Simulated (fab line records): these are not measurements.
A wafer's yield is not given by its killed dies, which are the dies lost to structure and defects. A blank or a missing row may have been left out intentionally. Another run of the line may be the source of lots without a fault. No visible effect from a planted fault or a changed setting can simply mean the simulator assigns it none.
Split-lot trial | flow n5 finfet | 21 wafers read from 7 lots, route of 1938 steps

## THE SPLIT ITSELF
At N5_BEOL_M0_SAQP_PECVD_03 (deposits SiCN from 3MS/NH3, target thk 12 nm, time 21.1 s), the setting time s was moved away from the recipe's 21.1 s on 7 of the 21 wafers read, by -10.0% to +9.5%. For the rest of the wafers, this setting stayed at what the recipe calls for.

The reading comes from the split's own step.

## THE READING
SiCN_of_BEOL_M0_SAQP_PECVD_03.thk nm (the simulator's own value, which no gauge read), in nm, at N5_BEOL_M0_SAQP_PECVD_03 (deposits SiCN from 3MS/NH3, target thk 12 nm, time 21.1 s). There is no usual value for it anywhere in the file. Average 11.9 nm, standard deviation 0.22 nm, over the 14 wafers here run with the recipe.

wafer  | tool, chamber at the split | time s as run, s | against the recipe | SiCN_of_BEOL_M0_SAQP_PECVD_03.thk nm, nm | against lot-mates on the recipe
L077.3 | pecvd-04, 2                | 22.49            | +6.6%              | 12.8                                     | +0.6
L077.6 | pecvd-04, 2                | 22.49            | +6.6%              | 12.8                                     | +0.6
L077.5 | pecvd-04, 0                | 21.1             | recipe             | 12.2                                     | -
L078.1 | pecvd-01, 0                | 21.1             | recipe             | 12.2                                     | -
L078.2 | pecvd-01, 1                | 21.1             | recipe             | 12                                       | -
L078.4 | pecvd-01, 1                | 21.1             | recipe             | 12                                       | -
L079.1 | pecvd-04, 0                | 19               | -10.0%             | 10.6                                     | -1.2
L079.2 | pecvd-04, 2                | 21.1             | recipe             | 11.8                                     | -
L079.6 | pecvd-04, 1                | 19               | -10.0%             | 10.8                                     | -1.0
L082.4 | pecvd-04, 2                | 23.11            | +9.5%              | 13.6                                     | +1.4
L082.5 | pecvd-04, 1                | 23.11            | +9.5%              | 13.4                                     | +1.2
L082.6 | pecvd-04, 0                | 21.1             | recipe             | 12.2                                     | -
L085.2 | pecvd-01, 0,2              | 21.1             | recipe             | 12                                       | -
L085.6 | pecvd-01, 0,2              | 21.1             | recipe             | 12                                       | -
L085.3 | pecvd-01, 1                | 21.1             | recipe             | 11.6                                     | -
L088.3 | pecvd-04, 0                | 21.1             | recipe             | 11.6                                     | -
L088.4 | pecvd-04, 0                | 21.1             | recipe             | 11.8                                     | -
L088.5 | pecvd-04, 2                | 21.1             | recipe             | 12.2                                     | -
L090.4 | pecvd-01, 0                | 19.31            | -8.5%              | 11                                       | -0.8
L090.5 | pecvd-01, 0                | 21.1             | recipe             | 12                                       | -
L090.6 | pecvd-01, 1                | 21.1             | recipe             | 11.6                                     | -
Where a row lists several chambers, the file gives one row for several wafers and doesn't say which wafer went through which chamber.

FIT RESULTS
A straight line over all 21 wafers: SiCN_of_BEOL_M0_SAQP_PECVD_03.thk nm changes by +0.137 nm for each +1% of time s; r = +0.96; the points scatter about the line by 0.22 nm.
The same after taking each lot's own level away (the mean of its wafers on the recipe; 21 wafers): +0.114 nm for each +1%; r = +0.96; scatter 0.18 nm.
The reading moves by 1.1 nm for the largest change in time s, on that fit.
The lots' own levels span 11.80 to 12.20 nm, that is 1.8 times the standard deviation above.
So the lot-to-lot level changes the slope: the two fits differ.
Check: -1.09 nm against its lot-mates is what the line predicts for one of the wafers moved furthest among these (-10.0%) when that wafer is left out of the fit. Against them it came out at -1.2 nm.

## THESE WAFERS: OTHER SPLITS
Note: prior to the reading, these wafers also went through further splits. Each is held against what the fit with the lots' levels taken away leaves over:
other split on the same wafers    | wafers away from the commonest value | r with SiCN_of_BEOL_M0_SAQP_PECVD_03.thk nm (lot level and that fit taken away)
N5_WELL_APT_COAT_02 spin rpm      | 7                                    | +0.24
N5_WELL_APT_PEB_06 peb time s     | 8                                    | -0.07
N5_WELL_APT_EXPOSE_22 dose mj     | 5                                    | -0.35
N5_WELL_APT_PEB_23 peb temp c     | 7                                    | +0.19
N5_DUMMY_GATE_CVD_03 temp c       | 15                                   | +0.04
N5_SD_EPI_N_EXPOSE_06 dose mj     | 6                                    | +0.31
N5_SD_EPI_N_PEB_07 peb temp c     | 6                                    | -0.02
N5_SD_ACTIVATION_LSA_01 temp c    | 9                                    | -0.09
N5_SDB_CUT_ETCH_26 icp w          | 7                                    | -0.13
N5_HKMG_FIN_ETCH_54 bias w        | 7                                    | -0.05
N5_MOL_CONTACT_COAG_ALD_27 time s | 8                                    | -0.16

## THE FILE'S OWN FIT
SiCN_of_BEOL_M0_SAQP_PECVD_03.thk nm changes by +0.112 nm for each +1% of time s, r = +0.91.
